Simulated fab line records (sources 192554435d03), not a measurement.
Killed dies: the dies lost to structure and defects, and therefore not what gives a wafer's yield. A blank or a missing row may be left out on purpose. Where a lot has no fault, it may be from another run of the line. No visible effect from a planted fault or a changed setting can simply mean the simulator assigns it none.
Which tool was responsible? | flow n5-finfet | 30 wafers from 10 lots sampled at 6 of the route's 1938 steps

WHAT THE GAUGES SHOWED, per wafer
N5_BEOL_M4_RC_MEAS_101.
lot  | measured     | on        | DIBL_N (mV/V)  | DIBL_P (mV/V)  | IOFF_N (nA/um)    | IOFF_P (nA/um)    | ION_N (uA/um) | ION_P (uA/um) | SS_N (mV/dec)  | SS_P (mV/dec)  | VT_N (mV)         | VT_P (mV)
L198 | day 8 18:44  | prober-01 | 35.9 35.3 34.9 | 36.2 35.8 36.1 | 0.177 0.163 0.159 | 0.208 0.198 0.204 | 682 679 676   | 458 459 464   | 71.3 71.8 70.8 | 73.9 73.7 73.1 | 246.9 248.9 248.7 | -250.4 -251.5 -252.7
L200 | day 9 18:23  | prober-02 | 36.5 35.0 36.1 | 37.3 36.3 37.1 | 0.167 0.150 0.163 | 0.198 0.182 0.197 | 677 679 680   | 461 452 462   | 70.8 71.0 71.5 | 74.3 73.0 73.2 | 249.8 252.0 248.3 | -253.7 -254.3 -251.2
L211 | day 12 07:56 | prober-01 | 33.9 34.1 33.2 | 35.3 36.2 34.6 | 0.152 0.156 0.136 | 0.208 0.231 0.201 | 688 682 681   | 474 474 471   | 71.3 71.0 70.4 | 72.8 73.3 72.7 | 248.7 250.0 250.0 | -248.8 -245.6 -249.4
L213 | day 12 12:38 | prober-02 | 33.7 37.4 35.2 | 32.6 37.8 34.0 | 0.112 0.179 0.140 | 0.168 0.235 0.181 | 658 677 664   | 463 469 458   | 71.3 71.4 71.7 | 72.2 74.2 72.9 | 254.1 249.8 250.1 | -251.2 -248.6 -250.5
L214 | day 13 14:47 | prober-01 | 36.5 36.6 36.1 | 36.9 37.0 36.0 | 0.146 0.141 0.139 | 0.178 0.178 0.168 | 671 660 674   | 459 451 457   | 70.9 70.4 71.4 | 73.0 72.9 73.4 | 250.3 250.9 249.9 | -251.8 -254.6 -253.8
L215 | day 13 14:14 | prober-02 | 34.5 33.8 35.7 | 36.0 35.6 37.6 | 0.143 0.137 0.164 | 0.198 0.187 0.223 | 681 665 681   | 470 466 467   | 71.5 71.2 71.5 | 73.3 73.1 73.5 | 252.2 253.1 249.4 | -248.9 -253.0 -251.9
L216 | day 13 17:34 | prober-01 | 36.5 35.8 36.4 | 36.4 35.8 36.3 | 0.174 0.162 0.172 | 0.228 0.218 0.228 | 688 681 677   | 471 469 468   | 71.9 72.0 71.1 | 72.9 72.9 72.5 | 246.3 248.6 245.5 | -248.1 -249.2 -247.2
L217 | day 13 17:28 | prober-02 | 36.1 36.2 35.4 | 36.0 36.6 35.8 | 0.162 0.164 0.149 | 0.183 0.187 0.176 | 675 668 669   | 454 455 452   | 71.9 72.0 71.4 | 73.0 73.8 73.1 | 250.0 248.5 250.2 | -253.1 -255.2 -256.0
L218 | day 14 01:35 | prober-02 | 35.1 35.0 35.1 | 35.8 36.8 36.6 | 0.128 0.132 0.138 | 0.167 0.175 0.171 | 669 668 672   | 455 454 456   | 71.1 71.7 71.8 | 73.3 73.4 73.2 | 255.3 253.2 252.9 | -254.2 -253.3 -257.5
L220 | day 14 22:47 | prober-02 | 35.3 35.2 35.9 | 34.3 34.4 35.3 | 0.134 0.130 0.146 | 0.219 0.216 0.240 | 657 667 678   | 466 471 477   | 71.6 71.4 71.1 | 73.2 72.1 73.7 | 252.8 249.9 251.0 | -247.0 -247.9 -244.7

WHAT TOOL EACH LOT RAN ON (gives the tool, then ch and the chambers of the sampled wafers, and finally the start)
lot  | N5_BEOL_M1_SPUTTER_86        | N5_BEOL_M1_SPUTTER_92        | N5_BEOL_M1_SPUTTER_94        | N5_BEOL_M1_ECD_50              | N5_BEOL_M1_CMP_52
L198 | pvd-sputter-01, day 6 17:04  | pvd-sputter-01, day 6 17:43  | pvd-sputter-01, day 6 17:56  | ecd-cu-02 ch 0,1, day 6 18:17  | cmp-03 ch 0,2, day 6 18:39
L200 | pvd-sputter-03, day 7 01:56  | pvd-sputter-03, day 7 02:36  | pvd-sputter-03, day 7 02:49  | ecd-cu-02 ch 0,1, day 7 03:10  | cmp-04 ch 0,1,3, day 7 03:46
L211 | pvd-sputter-02, day 9 20:21  | pvd-sputter-02, day 9 21:01  | pvd-sputter-02, day 9 21:14  | ecd-cu-01 ch 0,1, day 9 21:34  | cmp-02 ch 1,2,3, day 9 22:01
L213 | pvd-sputter-03, day 10 07:47 | pvd-sputter-03, day 10 08:26 | pvd-sputter-03, day 10 08:40 | ecd-cu-01 ch 0,1, day 10 09:00 | cmp-04 ch 0,1,2, day 10 09:27
L214 | pvd-sputter-02, day 10 15:05 | pvd-sputter-02, day 10 15:45 | pvd-sputter-02, day 10 15:58 | ecd-cu-02 ch 0,1, day 10 16:19 | cmp-03 ch 0,1,2, day 10 16:43
L215 | pvd-sputter-02, day 10 16:56 | pvd-sputter-02, day 10 17:35 | pvd-sputter-02, day 10 17:49 | ecd-cu-02 ch 0,1, day 10 18:09 | cmp-03 ch 1,3, day 10 18:38
L216 | pvd-sputter-02, day 11 00:39 | pvd-sputter-02, day 11 01:19 | pvd-sputter-02, day 11 01:32 | ecd-cu-02 ch 0,1, day 11 01:53 | cmp-03 ch 2,3, day 11 02:14
L217 | pvd-sputter-02, day 11 03:34 | pvd-sputter-02, day 11 04:14 | pvd-sputter-02, day 11 04:27 | ecd-cu-01 ch 0,1, day 11 04:47 | cmp-04 ch 1,2,3, day 11 05:10
L218 | pvd-sputter-01, day 11 13:13 | pvd-sputter-01, day 11 13:52 | pvd-sputter-01, day 11 14:05 | ecd-cu-01 ch 0,1, day 11 14:26 | cmp-04 ch 1,2, day 11 14:52
L220 | pvd-sputter-02, day 11 22:20 | pvd-sputter-02, day 11 22:59 | pvd-sputter-02, day 11 23:13 | ecd-cu-01 ch 1, day 11 23:33   | cmp-02 ch 2,3, day 11 23:56
- N5_BEOL_M1_SPUTTER_86: material Cu, target thk 4.5 nm, time 8.29 s.
- N5_BEOL_M1_SPUTTER_92: material Cu, target thk 4.5 nm, time 8.29 s.
- N5_BEOL_M1_SPUTTER_94: material Cu, target thk 4.5 nm, time 8.29 s.
- N5_BEOL_M1_ECD_50: material Cu, target thk 300 nm.
- N5_BEOL_M1_CMP_52: polishes, stops on SiOC, t overpolish 6.8 s, target thk 40 nm.

WHAT THE TOOLS THEMSELVES READ (means of the sampled wafers that have a number; where no wafer has one, the mark that the record gives instead)
N5_BEOL_M1_SPUTTER_86.
lot  | tool           | throttle-valve-pct (%)
L198 | pvd-sputter-01 | 29.6
L200 | pvd-sputter-03 | 30.7
L211 | pvd-sputter-02 | 30.7
L213 | pvd-sputter-03 | 30.7
L214 | pvd-sputter-02 | 31.6
L215 | pvd-sputter-02 | 30.6
L216 | pvd-sputter-02 | 30.7
L217 | pvd-sputter-02 | 29.9
L218 | pvd-sputter-01 | 29.2
L220 | pvd-sputter-02 | 29.8

N5_BEOL_M1_SPUTTER_92.
lot  | tool           | throttle-valve-pct (%)
L198 | pvd-sputter-01 | 29.6
L200 | pvd-sputter-03 | 30.8
L211 | pvd-sputter-02 | 30.9
L213 | pvd-sputter-03 | 30.6
L214 | pvd-sputter-02 | 31.7
L215 | pvd-sputter-02 | 30.7
L216 | pvd-sputter-02 | 30.6
L217 | pvd-sputter-02 | 29.9
L218 | pvd-sputter-01 | 29.1
L220 | pvd-sputter-02 | 29.9

N5_BEOL_M1_SPUTTER_94.
lot  | tool           | throttle-valve-pct (%)
L198 | pvd-sputter-01 | 29.6
L200 | pvd-sputter-03 | 30.7
L211 | pvd-sputter-02 | 30.7
L213 | pvd-sputter-03 | 30.6
L214 | pvd-sputter-02 | 31.6
L215 | pvd-sputter-02 | 30.7
L216 | pvd-sputter-02 | 30.5
L217 | pvd-sputter-02 | 29.9
L218 | pvd-sputter-01 | 29.0
L220 | pvd-sputter-02 | 30.1

N5_BEOL_M1_CMP_52.
lot  | tool   | clearing-platen-down-force-psi (psi) | motor-current-A (A) | time-to-endpoint-s (s)
L198 | cmp-03 | 1.4970                               | 6.6                 | 64.1
L200 | cmp-04 | 1.4977                               | 6.0                 | 71.3
L211 | cmp-02 | 1.5019                               | 5.9                 | 59.9
L213 | cmp-04 | 1.4989                               | 6.0                 | 63.1
L214 | cmp-03 | 1.5003                               | 6.5                 | 64.7
L215 | cmp-03 | 1.4998                               | 5.9                 | 64.4
L216 | cmp-03 | 1.4972                               | 6.5                 | 62.0
L217 | cmp-04 | 1.5013                               | 6.2                 | 66.4
L218 | cmp-04 | 1.5014                               | 6.8                 | 63.6
L220 | cmp-02 | 1.5007                               | 6.1                 | 60.3

THE ANSWER, worked out from the rows above alone
Rule: what is usual is taken from the lots themselves. The widest of any qualifying gaps counts: lots, ordered by their means at a reading, are off when they make up no more than a third of the lots, leave a main group of 4 or more, and stand apart from it by 3 or more times the standard deviation of that group's means. Not used: any main group whose means are identical at the precision the tables above print for the reading. A lot without any number at a reading at which 4 lots or more have one is off too. The other lots that the step has rows for count as sound. The gauges are gone through in route order, then the tools' own readings, and for those a lot's mean is taken as printed above. At the first step where some lot is off, the reading lying furthest off is the one used; lots without a number count as furthest.
Across all readings shown, no lot is off: no conclusion can be drawn from this.

WHAT WAS PUT IN BY THE SIMULATOR
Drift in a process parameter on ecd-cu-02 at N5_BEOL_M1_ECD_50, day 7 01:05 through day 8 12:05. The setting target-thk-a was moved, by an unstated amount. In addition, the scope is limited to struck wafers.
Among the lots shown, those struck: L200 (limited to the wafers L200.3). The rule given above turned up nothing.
